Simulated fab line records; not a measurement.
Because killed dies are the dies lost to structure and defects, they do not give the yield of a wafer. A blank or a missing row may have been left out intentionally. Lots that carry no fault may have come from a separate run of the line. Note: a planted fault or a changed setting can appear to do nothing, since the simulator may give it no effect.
fab line records    flow nand_harc
record: lots: 6  wafers: 18  last_day: 24
route steps=1159 shown A_CONTACT@894 END@1159
lots with no fault: from the same line, run without faults
start_h: hours from the record's first day to the start of the lot's first wafer shown    wait_h: hours from the lot's prior step to this one    " repeats the value in the row above    L1.1+2: several wafers, shown together as one row    - either no value or no given start    * or withheld: withheld    < > ~ a bound
route shown NAME@n: names a module that has steps shown in the file, with the first one's number in the route    usual: mean/standard deviation of fault-free wafers    same: alike in all rows    chamber/n: place in a boat    sites: the reading at each site    _std_site: standard deviation across them    _edge_site: outer sites' mean less inner sites'    radius_mm: how far each site lies from the wafer's centre    mask NAME#n: copy n    behind: the last tool/chamber to shape the wafer    hold: cause of the lot's hold/its duration in hours/its outcome    device: names the non-switching transistor (n, p or np)    end of line: tests of these same wafers at the route's end    for a step that has no rows: nothing shown but its recipe    killed: dies lost to structure and defects at the first sort, not the wafer's yield    map: a wafer's dies, x killed, . not, _ none there
set.NAME: the run value of the setting; set.NAME@STEP: its run value at that earlier step    model.NAME: the simulator's own value behind a step, which no gauge read
lots seen at some steps along the route; tables by step, rows by wafer
services: from which hour (start_h, from the record's first day; less than 0 if before it) a tool's chamber was out of use, for how many hours, and why
== steps ==
step: NHARC_A_CONTACT_PEB_67
recipe: peb_temp_c: 100  peb_time_s: 65
step: NHARC_A_CONTACT_DEVELOP_68
recipe: develop_time_s: 35  dev_temp_c: 23
step: NHARC_A_CONTACT_CD_MEAS_69
recipe: target_cd_nm: 200  landing_energy_ev: 500
usual: cd_nm: 200.0/0.5
lot.wafer  tool       chamber  start_h  wait_h  cd_nm
L135.1     cd_sem-01  0        408.29   -       199.5
L135.2     "          0        "        "       199.8
L135.6     "          0        "        "       199.7
L139.1     cd_sem-02  0        431.88   -       200.5
L139.2     "          0        "        "       200.1
L139.4     "          0        "        "       200.4
L140.2     cd_sem-02  0        453.43   -       199.9
L140.4     "          0        "        "       200.1
L140.6     "          0        "        "       199.5
L143.2     cd_sem-03  0        457.40   -       199.0
L143.5     "          0        "        "       199.4
L143.6     "          0        "        "       199.8
L150.4     cd_sem-02  0        503.30   -       200.2
L150.5     "          0        "        "       200.3
L150.6     "          0        "        "       200.6
L152.2     cd_sem-01  0        513.08   -       199.7
L152.3     "          0        "        "       200.1
L152.6     "          0        "        "       200.1
step: NHARC_A_CONTACT_OVL_MEAS_70
usual: overlay_x_nm: 0.0/0.67  overlay_y_nm: -0.1/0.95
lot.wafer  tool        chamber  start_h  wait_h  overlay_x_nm  overlay_y_nm
L135.1     overlay-01  -        408.38   -       0.1           0.7
L135.2     "           -        "        "       -0.2          0.1
L135.6     "           -        "        "       0.1           0.9
L139.1     overlay-02  -        431.97   -       0.1           0.4
L139.2     "           -        "        "       0.2           -0.4
L139.4     "           -        "        "       -0.2          -0.4
L140.2     overlay-01  -        453.51   -       -0.1          -0.2
L140.4     "           -        "        "       0.1           -0.4
L140.6     "           -        "        "       0.4           0.4
L143.2     overlay-01  -        457.49   -       0.4           -0.6
L143.5     "           -        "        "       -0.4          -1.0
L143.6     "           -        "        "       0.7           -1.2
L150.4     overlay-01  -        503.38   -       -0.9          0.7
L150.5     "           -        "        "       -0.7          0.3
L150.6     "           -        "        "       -0.6          0.1
L152.2     overlay-02  -        513.16   -       1.1           1.8
L152.3     "           -        "        "       1.2           2.3
L152.6     "           -        "        "       1.4           1.7
step: NHARC_A_CONTACT_INSPECT_71
usual: raw_defect_count: 31/14
lot.wafer  tool               chamber  start_h  wait_h  raw_defect_count
L135.1     defect_inspect-02  -        408.41   0.0     24
L135.2     "                  -        "        "       34
L135.6     "                  -        "        "       25
L139.1     defect_inspect-02  -        432.00   0.0     36
L139.2     "                  -        "        "       46
L139.4     "                  -        "        "       38
L140.2     defect_inspect-01  -        453.55   0.0     48
L140.4     "                  -        "        "       53
L140.6     "                  -        "        "       48
L143.2     defect_inspect-02  -        457.52   0.0     32
L143.5     "                  -        "        "       21
L143.6     "                  -        "        "       21
L150.4     defect_inspect-01  -        503.42   0.0     38
L150.5     "                  -        "        "       28
L150.6     "                  -        "        "       39
L152.2     defect_inspect-02  -        513.20   0.0     40
L152.3     "                  -        "        "       48
L152.6     "                  -        "        "       45
step: NHARC_A_CONTACT_DESCUM_74
recipe: time_s: 3  o2_flow_sccm: 200  ar_flow_sccm: 0  bias_power_w: 0  chemistry: O2
usual: drypump_motor_current_A: 5.77/0.24  oes_product_au: 0.999/0.0074  rf_vpp_V: 57.6/0.86  showerhead_plenum_p_Torr: 1.93/0.088  throttle_valve_pct: 11.311/0.0094
lot.wafer  tool         chamber  start_h  wait_h  drypump_motor_current_A  oes_product_au  rf_hours_counter_h  rf_vpp_V  showerhead_plenum_p_Torr  throttle_valve_pct
L135.1     rie_diel-01  1        408.47   0.1     5.84                     0.994           18                  58.9      1.99                      11.303
L135.2     "            0        "        "       6.16                     0.997           18                  59.1      1.95                      11.306
L135.6     "            2        "        "       5.72                     0.993           -                   57.4      2.00                      11.325
L139.2     rie_diel-01  1        432.07   0.1     5.89                     1.006           23                  58.4      1.99                      11.305
L139.1     "            3        "        "       5.67                     1.000           21                  57.0      1.76                      11.297
L139.4     "            0        "        "       6.17                     1.012           23                  57.9      1.95                      11.320
L140.2     rie_diel-07  1        453.63   0.1     5.63                     1.006           14                  57.0      1.91                      11.309
L140.4     "            2        "        "       5.63                     0.996           13                  58.9      1.95                      11.296
L140.6     "            3        "        "       5.44                     1.000           -                   57.2      1.90                      11.309
L143.2     rie_diel-01  3        457.59   0.1     5.68                     0.996           25                  58.5      1.76                      11.298
L143.5     "            2        "        "       5.71                     0.985           -                   59.0      2.00                      11.315
L143.6     "            3        "        "       5.69                     0.985           -                   55.8      1.76                      11.295
L150.4     rie_diel-07  1        503.48   0.1     5.59                     0.998           32                  57.2      1.91                      11.323
L150.6     "            1        "        "       5.55                     0.993           -                   57.8      1.90                      11.304
L150.5     "            2        "        "       5.61                     0.998           -                   57.6      1.94                      11.314
L152.3     rie_diel-01  2        513.27   0.1     5.70                     0.992           3                   57.8      1.99                      11.316
L152.2     "            3        "        "       5.68                     0.997           3                   58.4      2.08                      11.304
L152.6     "            2        "        "       5.69                     0.981           -                   57.2      1.99                      11.322
step: NHARC_A_CONTACT_ETCH_75
recipe: target_depth_a: 390  over_etch_frac: 0.3  time_s: 65  ion_energy_ev: 80  cf4_flow_sccm: 150  ar_flow_sccm: 0  rf_w: 300  bias_w: 100  chemistry: CF4
usual: bias_w: 100.03/0.29  cf4_flow_sccm: 150.0/0.43  drypump_motor_current_A: 5.76/0.24  oes_product_au: 1.001/0.0079  rf_vpp_V: 151.5/1.3  showerhead_plenum_p_Torr: 1.78/0.074  throttle_valve_pct: 13.284/0.0079
lot.wafer  tool         chamber  start_h  wait_h  bias_w  cf4_flow_sccm  drypump_motor_current_A  oes_product_au  rf_hours_counter_h  rf_vpp_V  showerhead_plenum_p_Torr  throttle_valve_pct
L135.1     rie_diel-01  0        408.59   0.1     100.24  150.6          6.17                     1.002           18                  150.9     1.80                      13.270
L135.2     "            1        "        "       100.13  150.3          5.88                     1.009           18                  152.8     1.84                      13.278
L135.6     "            2        "        "       100.08  149.3          5.68                     0.994           -                   151.7     1.84                      13.291
L139.1     rie_diel-01  2        432.15   0.1     100.47  149.8          5.72                     0.987           22                  154.0     1.84                      13.283
L139.4     "            3        "        "       100.34  150.1          5.66                     1.005           21                  150.6     1.64                      13.286
L139.2     "            0        "        "       100.65  150.0          6.17                     1.005           23                  152.9     1.80                      13.273
L140.4     rie_diel-07  0        453.70   0.1     99.91   151.0          5.68                     0.997           15                  151.3     1.82                      13.282
L140.2     "            3        "        "       99.95   149.6          5.46                     1.010           15                  150.9     1.76                      13.289
L140.6     "            1        "        "       100.17  150.7          5.58                     1.002           -                   152.2     1.77                      13.278
L143.2     rie_diel-01  2        457.67   0.1     99.53   150.4          5.69                     0.991           26                  152.9     1.84                      13.294
L143.6     "            2        "        "       99.81   150.3          5.71                     0.994           -                   152.5     1.84                      13.285
L143.5     "            3        "        "       100.14  149.8          5.66                     1.008           -                   148.5     1.64                      13.287
L150.4     rie_diel-07  3        503.63   0.1     100.10  149.7          5.46                     1.005           35                  150.7     1.75                      13.272
L150.5     "            0        "        "       99.84   149.9          5.68                     1.005           -                   151.2     1.81                      13.265
L150.6     "            1        "        "       99.93   149.6          5.62                     1.001           -                   151.9     1.76                      13.291
L152.2     rie_diel-01  2        513.35   0.1     99.96   149.2          5.72                     1.008           3                   152.9     1.84                      13.287
L152.3     "            0        "        "       100.11  150.2          6.18                     1.002           3                   151.3     1.79                      13.291
L152.6     "            2        "        "       100.00  149.1          5.73                     1.002           -                   151.7     1.84                      13.283
step: NHARC_A_CONTACT_ETCH_76
recipe: target_depth_a: 2600  over_etch_frac: 0.3  time_s: 475.3  ion_energy_ev: 200  n2_flow_sccm: 150  h2_flow_sccm: 150  ar_flow_sccm: 0  rf_w: 400  bias_w: 150  chemistry: N2/H2
step: NHARC_A_CONTACT_ETCH_77
recipe: target_depth_a: 726  time_s: 36.3  cf4_flow_sccm: 100  chf3_flow_sccm: 30  ar_flow_sccm: 0  rf_w: 500  bias_w: 200  chemistry: CF4/CHF3
step: NHARC_A_CONTACT_ETCH_78
recipe: target_depth_a: 28000  over_etch_frac: 0.3  time_s: 728  ion_energy_ev: 150  o2_flow_sccm: 400  cos_flow_sccm: 20  ar_flow_sccm: 0  rf_w: 500  bias_w: 300  chemistry: O2/COS
step: NHARC_A_CONTACT_ETCH_124
recipe: source_w: withheld  pressure_mtorr: 20  bias_v: withheld  time_s: 140  target_depth_a: 7000  ar_flow_sccm: withheld  c4f8_flow_sccm: withheld  o2_flow_sccm: withheld  chemistry: C4F8/O2/Ar
usual: chamber_pressure_mTorr: 20.001/0.018  oes_air_line_au: 0.998/0.022
lot.wafer  tool             chamber  start_h  wait_h  chamber_pressure_mTorr  oes_air_line_au  rf_hours_counter_h
L135.1     har_cap_etch-03  1        409.62   -       20.005                  1.008            89
L135.2     "                0        "        "       20.030                  0.955            89
L135.6     "                0        "        "       20.010                  0.967            -
L139.1     har_cap_etch-02  0        433.24   -       20.007                  1.025            18
L139.2     "                1        "        "       19.991                  1.035            18
L139.4     "                1        "        "       19.990                  1.019            -
L140.2     har_cap_etch-02  0        454.79   -       20.005                  1.015            22
L140.4     "                1        "        "       20.021                  0.986            -
L140.6     "                0        "        "       20.010                  1.021            -
L143.2     har_cap_etch-03  0        458.94   -       19.997                  1.008            97
L143.6     "                0        "        "       19.985                  0.988            -
L143.5     "                1        "        "       19.991                  0.964            -
L150.4     har_cap_etch-01  0        504.76   -       20.013                  0.992            -
L150.6     "                1        "        "       20.033                  0.985            -
L150.5     "                0        "        "       20.013                  1.001            -
L152.2     har_cap_etch-01  1        514.45   -       20.007                  1.002            84
L152.3     "                1        "        "       19.999                  0.968            -
L152.6     "                0        "        "       20.015                  0.949            -
step: NHARC_A_CONTACT_ETCH_125
recipe: source_w: withheld  pressure_mtorr: 20  bias_v: 1200  time_s: 155  target_depth_a: 9560  ar_flow_sccm: withheld  c4f8_flow_sccm: withheld  o2_flow_sccm: withheld  chemistry: C4F8/O2/Ar
usual: chamber_pressure_mTorr: 20.004/0.019  oes_air_line_au: 1.005/0.019
lot.wafer  tool             chamber  start_h  wait_h  chamber_pressure_mTorr  oes_air_line_au  rf_hours_counter_h
L135.1     har_cap_etch-03  1        409.82   0.2     19.979                  1.027            89
L135.2     "                0        "        "       19.989                  0.979            89
L135.6     "                0        "        "       19.987                  0.999            -
L139.1     har_cap_etch-02  0        433.44   0.2     19.987                  1.028            18
L139.2     "                1        "        "       20.001                  1.001            18
L139.4     "                1        "        "       20.024                  1.004            -
L140.2     har_cap_etch-02  0        455.05   0.2     20.038                  0.991            22
L140.4     "                1        "        "       20.010                  0.982            -
L140.6     "                0        "        "       19.997                  1.008            -
L143.2     har_cap_etch-03  0        459.14   0.2     20.005                  1.029            97
L143.6     "                0        "        "       20.025                  1.003            -
L143.5     "                1        "        "       19.989                  1.006            -
L150.4     har_cap_etch-01  0        504.94   0.1     20.026                  1.028            -
L150.6     "                1        "        "       20.007                  1.017            -
L150.5     "                0        "        "       20.004                  1.033            -
L152.2     har_cap_etch-01  1        514.72   0.2     20.007                  1.038            84
L152.3     "                1        "        "       19.994                  1.037            -
L152.6     "                0        "        "       19.987                  0.974            -
step: NHARC_A_CONTACT_ETCH_126
recipe: source_w: withheld  pressure_mtorr: 20  bias_v: 1200  time_s: 155  target_depth_a: 9560  ar_flow_sccm: withheld  c4f8_flow_sccm: withheld  o2_flow_sccm: withheld  chemistry: C4F8/O2/Ar
usual: chamber_pressure_mTorr: 19.999/0.02  oes_air_line_au: 1.001/0.021
lot.wafer  tool             chamber  start_h  wait_h  chamber_pressure_mTorr  oes_air_line_au  rf_hours_counter_h
L135.1     har_cap_etch-03  1        409.96   0.1     20.011                  0.965            89
L135.2     "                0        "        "       20.029                  1.015            89
L135.6     "                0        "        "       20.002                  1.012            -
L139.1     har_cap_etch-02  0        433.58   0.1     20.019                  0.999            18
L139.2     "                1        "        "       19.984                  1.007            18
L139.4     "                1        "        "       20.002                  0.980            -
L140.2     har_cap_etch-02  0        455.24   0.2     -                       -                -
L140.4     "                1        "        "       -                       -                -
L140.6     "                0        "        "       -                       -                -
L143.2     har_cap_etch-03  0        459.28   0.1     -                       -                -
L143.6     "                0        "        "       -                       -                -
L143.5     "                1        "        "       -                       -                -
L150.4     har_cap_etch-01  0        505.08   0.1     20.021                  0.997            -
L150.6     "                1        "        "       20.015                  0.993            -
L150.5     "                0        "        "       19.979                  1.018            -
L152.2     har_cap_etch-01  1        514.91   0.2     19.980                  0.996            84
L152.3     "                1        "        "       20.043                  0.988            -
L152.6     "                0        "        "       20.010                  0.998            -
step: NHARC_A_CONTACT_ETCH_127
recipe: source_w: withheld  pressure_mtorr: 20  bias_v: 1200  time_s: 155  target_depth_a: 9560  ar_flow_sccm: withheld  c4f8_flow_sccm: withheld  o2_flow_sccm: withheld  chemistry: C4F8/O2/Ar
usual: chamber_pressure_mTorr: 19.999/0.016  oes_air_line_au: 1.002/0.021
lot.wafer  tool             chamber  start_h  wait_h  chamber_pressure_mTorr  oes_air_line_au  rf_hours_counter_h
L135.1     har_cap_etch-03  1        410.10   0.1     20.001                  0.979            89
L135.2     "                0        "        "       20.004                  1.009            89
L135.6     "                0        "        "       20.025                  1.015            -
L139.1     har_cap_etch-02  0        433.72   0.1     19.957                  1.021            18
L139.2     "                1        "        "       19.955                  1.006            18
L139.4     "                1        "        "       19.991                  0.968            -
L140.2     har_cap_etch-02  0        455.42   0.2     19.986                  0.985            22
L140.4     "                1        "        "       19.994                  1.000            -
L140.6     "                0        "        "       20.005                  1.010            -
L143.2     har_cap_etch-03  0        459.42   0.1     20.030                  0.984            97
L143.6     "                0        "        "       19.984                  0.967            -
L143.5     "                1        "        "       19.993                  0.972            -
L150.4     har_cap_etch-01  0        505.22   0.1     20.011                  1.033            -
L150.6     "                1        "        "       20.000                  1.027            -
L150.5     "                0        "        "       19.995                  1.009            -
L152.2     har_cap_etch-01  1        515.10   0.2     20.001                  1.010            84
L152.3     "                1        "        "       19.993                  1.043            -
L152.6     "                0        "        "       20.015                  1.016            -
step: NHARC_END_SORT_01
recipe: temp_c: 25
usual: killed_at_array: 26/9.6  killed_at_other: 0.7/0.92  killed_at_periphery: 3.8/2.7  killed_dies: 31/10  killed_open: 3.3/1.7  killed_short: 1.8/1.3
same: gross_dies: 677
lot.wafer  tool       chamber  start_h  wait_h  killed_at_array  killed_at_other  killed_at_periphery  killed_dies  killed_open  killed_short
L135.1     prober-01  0        477.76   2.5     27               1                3                    31           3            2
L135.2     prober-01  0        478.58   2.8     28               0                5                    33           5            1
L135.6     prober-01  0        481.85   4.1     22               2                3                    27           2            1
L139.1     prober-02  0        486.10   2.5     33               1                2                    36           4            2
L139.2     prober-02  0        486.91   2.8     37               3                2                    42           4            3
L139.4     prober-02  0        488.53   3.4     26               1                1                    28           0            2
L140.2     prober-01  0        522.84   2.8     673              0                4                    677          2            0
L140.4     prober-01  0        524.44   3.4     676              0                1                    677          2            1
L140.6     prober-01  0        526.04   4.0     671              0                6                    677          1            5
L143.2     prober-02  0        522.86   2.8     672              1                4                    677          4            2
L143.5     prober-02  0        525.30   3.8     674              1                2                    677          4            1
L143.6     prober-02  0        526.11   4.1     675              0                2                    677          2            0
L150.4     prober-02  0        563.31   3.4     38               0                1                    39           4            3
L150.5     prober-02  0        564.11   3.7     29               1                1                    31           1            5
L150.6     prober-02  0        564.92   4.0     39               1                4                    44           5            2
L152.2     prober-02  0        576.02   2.8     29               0                3                    32           6            1
L152.3     prober-02  0        576.82   3.1     40               0                2                    42           4            2
L152.6     prober-02  0        579.23   4.0     30               0                2                    32           2            2
killed by level:class
L135.1 A_CHANNEL_HOLE_D1:chamber_film_flake=15 A_SLIT:chamber_film_flake=5 A_CONTACT:chamber_film_flake=3 P_M0:geometric_particle:short=2 A_CONTACT:geometric_particle:open=2 A_M1:chamber_film_flake=2 P_M2:geometric_particle:open=1 THIN_TSV:chamber_film_flake=1
L135.2 A_CHANNEL_HOLE_D1:chamber_film_flake=16 A_SLIT:chamber_film_flake=3 A_CONTACT:chamber_film_flake=3 P_CONTACT:geometric_particle:open=2 A_M1:chamber_film_flake=2 P_M1:geometric_particle:open=1 A_CHANNEL_FILL_D1:geometric_particle:open=1 A_CONTACT:geometric_particle:open=1
L135.6 A_CHANNEL_HOLE_D1:chamber_film_flake=8 A_SLIT:chamber_film_flake=7 A_M1:chamber_film_flake=5 P_BONDPAD:chamber_film_flake=3 A_CONTACT:geometric_particle:open=1 STARTING-WAFER:geometric_particle:open=1 STARTING-WAFER:geometric_particle:short=1 A_STAIRCASE:chamber_film_flake=1
L139.1 A_CHANNEL_HOLE_D1:chamber_film_flake=13 A_SLIT:chamber_film_flake=11 A_ZERO_WELL:chamber_film_flake=2 A_WL_FILL:chamber_film_flake=2 P_GATE:geometric_particle:short=1 A_CHANNEL_HOLE_D1:geometric_particle:open=1 A_CHANNEL_FILL_D1:geometric_particle:open=1 A_WL_FILL:geometric_particle:open=1
L139.2 A_CHANNEL_HOLE_D1:chamber_film_flake=19 A_SLIT:chamber_film_flake=9 A_WL_FILL:geometric_particle:short=3 A_STAIRCASE:chamber_film_flake=2 THIN_TSV:chamber_film_flake=2 P_GATE:geometric_particle:open=1 A_CHANNEL_FILL_D1:geometric_particle:open=1 A_WL_FILL:geometric_particle:open=1
L139.4 A_CHANNEL_HOLE_D1:chamber_film_flake=11 A_SLIT:chamber_film_flake=7 A_SGD_CUT:chamber_film_flake=3 A_CONTACT:chamber_film_flake=2 A_M0:geometric_particle:short=1 A_M1:geometric_particle:short=1 P_GATE:chamber_film_flake=1 A_ZERO_WELL:chamber_film_flake=1
L140.2 A_CONTACT:area_etch=636 A_CHANNEL_HOLE_D1:chamber_film_flake=14 A_SLIT:chamber_film_flake=11 A_SGD_CUT:chamber_film_flake=5 A_CONTACT:chamber_film_flake=3 A_WL_FILL:chamber_film_flake=1 P_CONTACT:geometric_particle:open=1 A_CONTACT:geometric_particle:open=1
L143.2 A_CONTACT:area_etch=640 A_CHANNEL_HOLE_D1:chamber_film_flake=13 A_CHANNEL_FILL_D1:chamber_film_flake=4 A_STAIRCASE:chamber_film_flake=4 A_CONTACT:chamber_film_flake=3 P_BONDPAD:chamber_film_flake=2 A_BONDPAD:chamber_film_flake=2 P_GATE:geometric_particle:open=1
L140.4 A_CONTACT:area_etch=637 A_CHANNEL_HOLE_D1:chamber_film_flake=13 A_SLIT:chamber_film_flake=9 A_CONTACT:chamber_film_flake=6 A_SGD_CUT:chamber_film_flake=4 A_CHANNEL_FILL_D1:chamber_film_flake=3 P_M0:geometric_particle:short=1 A_CONTACT:geometric_particle:open=1
L143.5 A_CONTACT:area_etch=651 A_CHANNEL_HOLE_D1:chamber_film_flake=8 A_CONTACT:chamber_film_flake=5 A_CHANNEL_FILL_D1:chamber_film_flake=3 A_STAIRCASE:chamber_film_flake=3 P_GATE:geometric_particle:open=1 P_M0:geometric_particle:open=1 A_CONTACT:geometric_particle:open=1
L140.6 A_CONTACT:area_etch=631 A_CHANNEL_HOLE_D1:chamber_film_flake=21 A_SGD_CUT:chamber_film_flake=6 A_CHANNEL_FILL_D1:chamber_film_flake=3 A_SLIT:chamber_film_flake=3 P_M0:chamber_film_flake=2 A_WL_FILL:chamber_film_flake=2 P_CONTACT:geometric_particle:short=1
L143.6 A_CONTACT:area_etch=652 A_CHANNEL_HOLE_D1:chamber_film_flake=8 A_CHANNEL_FILL_D1:chamber_film_flake=4 A_STAIRCASE:chamber_film_flake=4 A_CONTACT:chamber_film_flake=4 A_BONDPAD:chamber_film_flake=2 P_GATE:geometric_particle:open=1 P_CONTACT:geometric_particle:open=1
L150.4 A_CHANNEL_HOLE_D1:chamber_film_flake=25 A_CONTACT:chamber_film_flake=4 A_ONON_D1:geometric_particle:short=2 P_M0:geometric_particle:open=1 A_ONON_D1:geometric_particle:open=1 A_CHANNEL_FILL_D1:geometric_particle:short=1 A_CONTACT:geometric_particle:open=1 A_BLC:geometric_particle:open=1
L150.5 A_CHANNEL_HOLE_D1:chamber_film_flake=18 A_WL_FILL:chamber_film_flake=3 A_CONTACT:chamber_film_flake=3 A_CHANNEL_FILL_D1:geometric_particle:short=2 P_GATE:geometric_particle:short=1 A_SOURCE_PLATE:geometric_particle:open=1 A_CHANNEL_HOLE_D1:geometric_particle:short=1 A_WL_FILL:geometric_particle:short=1
L150.6 A_CHANNEL_HOLE_D1:chamber_film_flake=26 A_CONTACT:geometric_particle:open=2 A_CHANNEL_FILL_D1:chamber_film_flake=2 A_WL_FILL:chamber_film_flake=2 A_CONTACT:chamber_film_flake=2 P_CONTACT:geometric_particle:short=1 A_ONON_D1:geometric_particle:open=1 A_CHANNEL_FILL_D1:geometric_particle:open=1
L152.2 A_SLIT:chamber_film_flake=14 A_CHANNEL_HOLE_D1:chamber_film_flake=7 A_BLC:geometric_particle:open=3 P_M0:geometric_particle:open=1 A_WL_FILL:geometric_particle:open=1 A_BLC:geometric_particle:short=1 A_M0:geometric_particle:open=1 P_STI:chamber_film_flake=1
L152.3 A_SLIT:chamber_film_flake=16 A_CHANNEL_HOLE_D1:chamber_film_flake=9 A_CONTACT:chamber_film_flake=4 A_BLC:chamber_film_flake=4 A_WL_FILL:geometric_particle:short=2 A_STAIRCASE:chamber_film_flake=2 P_M1:geometric_particle:open=1 A_ONON_D1:geometric_particle:open=1
L152.6 A_SLIT:chamber_film_flake=13 A_CHANNEL_HOLE_D1:chamber_film_flake=8 A_CONTACT:chamber_film_flake=3 A_SOURCE_PLATE:geometric_particle:short=1 A_CONTACT:geometric_particle:short=1 A_CONTACT:geometric_particle:open=1 A_M0:geometric_particle:open=1 P_ZERO_WELL:chamber_film_flake=1
map L140.2 (x killed, . not)
____________x____________
_________xxxxxxx_________
_______xxxxxxxxxxx_______
______xxxxxxxxxxxxx______
_____xxxxxxxxxxxxxxx_____
____xxxxxxxxxxxxxxxxx____
____xxxxxxxxxxxxxxxxx____
___xxxxxxxxxxxxxxxxxxx___
___xxxxxxxxxxxxxxxxxxx___
__xxxxxxxxxxxxxxxxxxxxx__
__xxxxxxxxxxxxxxxxxxxxx__
_xxxxxxxxxxxxxxxxxxxxxxx_
_xxxxxxxxxxxxxxxxxxxxxxx_
_xxxxxxxxxxxxxxxxxxxxxxx_
_xxxxxxxxxxxxxxxxxxxxxxx_
_xxxxxxxxxxxxxxxxxxxxxxx_
xxxxxxxxxxxxxxxxxxxxxxxxx
xxxxxxxxxxxxxxxxxxxxxxxxx
xxxxxxxxxxxxxxxxxxxxxxxxx
xxxxxxxxxxxxxxxxxxxxxxxxx
xxxxxxxxxxxxxxxxxxxxxxxxx
_xxxxxxxxxxxxxxxxxxxxxxx_
_xxxxxxxxxxxxxxxxxxxxxxx_
_xxxxxxxxxxxxxxxxxxxxxxx_
_xxxxxxxxxxxxxxxxxxxxxxx_
_xxxxxxxxxxxxxxxxxxxxxxx_
__xxxxxxxxxxxxxxxxxxxxx__
__xxxxxxxxxxxxxxxxxxxxx__
___xxxxxxxxxxxxxxxxxxx___
___xxxxxxxxxxxxxxxxxxx___
____xxxxxxxxxxxxxxxxx____
____xxxxxxxxxxxxxxxxx____
_____xxxxxxxxxxxxxxx_____
______xxxxxxxxxxxxx______
_______xxxxxxxxxxx_______
_________xxxxxxx_________
____________x____________
map L143.2 (x killed, . not)
____________x____________
_________xxxxxxx_________
_______xxxxxxxxxxx_______
______xxxxxxxxxxxxx______
_____xxxxxxxxxxxxxxx_____
____xxxxxxxxxxxxxxxxx____
____xxxxxxxxxxxxxxxxx____
___xxxxxxxxxxxxxxxxxxx___
___xxxxxxxxxxxxxxxxxxx___
__xxxxxxxxxxxxxxxxxxxxx__
__xxxxxxxxxxxxxxxxxxxxx__
_xxxxxxxxxxxxxxxxxxxxxxx_
_xxxxxxxxxxxxxxxxxxxxxxx_
_xxxxxxxxxxxxxxxxxxxxxxx_
_xxxxxxxxxxxxxxxxxxxxxxx_
_xxxxxxxxxxxxxxxxxxxxxxx_
xxxxxxxxxxxxxxxxxxxxxxxxx
xxxxxxxxxxxxxxxxxxxxxxxxx
xxxxxxxxxxxxxxxxxxxxxxxxx
xxxxxxxxxxxxxxxxxxxxxxxxx
xxxxxxxxxxxxxxxxxxxxxxxxx
_xxxxxxxxxxxxxxxxxxxxxxx_
_xxxxxxxxxxxxxxxxxxxxxxx_
_xxxxxxxxxxxxxxxxxxxxxxx_
_xxxxxxxxxxxxxxxxxxxxxxx_
_xxxxxxxxxxxxxxxxxxxxxxx_
__xxxxxxxxxxxxxxxxxxxxx__
__xxxxxxxxxxxxxxxxxxxxx__
___xxxxxxxxxxxxxxxxxxx___
___xxxxxxxxxxxxxxxxxxx___
____xxxxxxxxxxxxxxxxx____
____xxxxxxxxxxxxxxxxx____
_____xxxxxxxxxxxxxxx_____
______xxxxxxxxxxxxx______
_______xxxxxxxxxxx_______
_________xxxxxxx_________
____________x____________
== services ==
tool             chamber  start_h  hours  kind
rie_diel-01      0        397.31   -      clean
rie_diel-01      1        397.31   -      clean
rie_diel-01      2        397.31   -      clean
rie_diel-01      3        397.31   -      clean
rie_diel-07      -        405.36   9.0    pm
har_cap_etch-03  -        408.22   0.1    repair
rie_diel-01      0        421.89   -      clean
rie_diel-01      1        421.89   -      clean
rie_diel-01      2        421.89   -      clean
rie_diel-01      3        421.89   -      clean
rie_diel-01      0        446.39   -      clean
rie_diel-01      1        446.39   -      clean
rie_diel-01      2        446.39   -      clean
rie_diel-01      3        446.39   -      clean
rie_diel-01      0        470.91   -      clean
rie_diel-01      1        470.91   -      clean
rie_diel-01      2        470.91   -      clean
rie_diel-01      3        470.91   -      clean
rie_diel-01      -        491.81   9.0    pm
rie_diel-01      0        491.81   9.0    vent_cycle
rie_diel-01      1        491.81   9.0    vent_cycle
rie_diel-01      2        491.81   9.0    vent_cycle
rie_diel-01      3        491.81   9.0    vent_cycle
rie_diel-01      0        500.81   -      clean
== key ==
first_sign: step: NHARC_A_CONTACT_ETCH_126  reading: tool_record  direction: missing
effect: step: NHARC_END_SORT_01  reading: killed_at_array  direction: up  sigmas: 67  usual: 26  struck: 674
more_kills_born_at: NHARC_A_CONTACT_ETCH_126@har_cap_etch-03: 1943  NHARC_A_CONTACT_ETCH_126@har_cap_etch-02: 1904
met_at NHARC_A_CONTACT_ETCH_126
struck_wafers L140.2,L140.4,L140.6,L143.2,L143.5,L143.6
later_rows_left_out L140.2,L140.4,L140.6,L143.2,L143.5,L143.6
tester_left_out L140,L143
onset_between 433.58 455.24
fault: kind: skipped_step_whole  tool: har_cap_etch-02,har_cap_etch-03  chamber: -  onset_h: 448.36  steps: NHARC_A_CONTACT_ETCH_126  scope: struck_lots_only
tester_left_out: of these lots the tester's yield and bins aren't shown, on N5 and GAA mostly nor the transistor test; their killed dies are dies lost to structure and defects alone, not to doping, threshold or leakage, so they don't give the yield
later_rows_left_out: the simulator's readings of these wafers behind a module that went badly wrong aren't trusted and aren't shown, but for the sort
